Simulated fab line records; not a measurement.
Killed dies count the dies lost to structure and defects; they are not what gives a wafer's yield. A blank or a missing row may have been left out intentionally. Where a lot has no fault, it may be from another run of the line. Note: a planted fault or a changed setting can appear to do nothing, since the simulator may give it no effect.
Chamber matching || flow n5 finfet || N5_FIN_CUT_CUT_ETCH_28 on rie si-06: 4 sister chambers
The step etches Si in HBr/Cl2/O2, target depth 6 nm, time 2.4 s. 8 wafers are shown with their chamber, then 8 later ones without.

== WAFERS, EACH WITH ITS CHAMBER ==
{"wafer": "L074.6", "chamber": 1, "throttle valve pct (%)": 36.8, "oes product au (a.u.)": 1.015}
{"wafer": "L082.3", "chamber": 0, "throttle valve pct (%)": 36.9, "oes product au (a.u.)": 0.997}
{"wafer": "L082.5", "chamber": 3, "throttle valve pct (%)": 37.0, "oes product au (a.u.)": 1.015}
{"wafer": "L082.6", "chamber": 2, "throttle valve pct (%)": 37.2, "oes product au (a.u.)": 0.981}
{"wafer": "L087.1", "chamber": 2, "throttle valve pct (%)": 37.2, "oes product au (a.u.)": 0.978}
{"wafer": "L087.2", "chamber": 3, "throttle valve pct (%)": 36.9, "oes product au (a.u.)": 1.012}
{"wafer": "L087.5", "chamber": 0, "throttle valve pct (%)": 36.8, "oes product au (a.u.)": 1.001}
{"wafer": "L090.4", "chamber": 1, "throttle valve pct (%)": 36.9, "oes product au (a.u.)": 1.003}

== WAFERS WHOSE CHAMBER IS MISSING ==
{"wafer": "L090.5", "throttle valve pct (%)": 36.9, "oes product au (a.u.)": 1.011}
{"wafer": "L090.6", "throttle valve pct (%)": 36.8, "oes product au (a.u.)": 1.000}
{"wafer": "L095.2", "throttle valve pct (%)": 36.8, "oes product au (a.u.)": 1.005}
{"wafer": "L095.3", "throttle valve pct (%)": 36.9, "oes product au (a.u.)": 1.005}
{"wafer": "L095.6", "throttle valve pct (%)": 36.9, "oes product au (a.u.)": 1.007}
{"wafer": "L097.1", "throttle valve pct (%)": 36.9, "oes product au (a.u.)": 1.006}
{"wafer": "L097.2", "throttle valve pct (%)": 37.1, "oes product au (a.u.)": 0.992}
{"wafer": "L097.4", "throttle valve pct (%)": 37.1, "oes product au (a.u.)": 0.974}

== CHAMBER TAKEN BY EACH ==
{"wafer": "L090.5", "from the rows above": "can't be placed: 1 or 3 or 0", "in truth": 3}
{"wafer": "L090.6", "from the rows above": "can't be placed: 0 or 1", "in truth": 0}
{"wafer": "L095.2", "from the rows above": "can't be placed: 1 or 0 or 3", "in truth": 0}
{"wafer": "L095.3", "from the rows above": "can't be placed: 1 or 0 or 3", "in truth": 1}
{"wafer": "L095.6", "from the rows above": "can't be placed: 1 or 3 or 0", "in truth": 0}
{"wafer": "L097.1", "from the rows above": "can't be placed: 1 or 0 or 3", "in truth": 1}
{"wafer": "L097.2", "from the rows above": "can't be placed: 2 or 0", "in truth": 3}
{"wafer": "L097.4", "from the rows above": 2, "in truth": 2}
Correct placement for 1 of the 8. Can't be placed from these rows: 7 (the true chamber is among the candidates in 6). Number placed wrongly: 0.
How it was worked out, from the rows above alone: a wafer's distance from a chamber is the root of the sum, over the readings, of the square of ((its reading less the chamber's mean) divided by the reading's scatter). If the next closest chamber is less than 2 further off than the closest, the wafer can't be placed; otherwise it belongs to the closest. The mean given for a chamber averages the wafers shown for that chamber. The scatter is the square root of a quotient: the sum, over the shown wafers, of each reading's squared deviation from its chamber's mean, divided by wafers minus chambers.
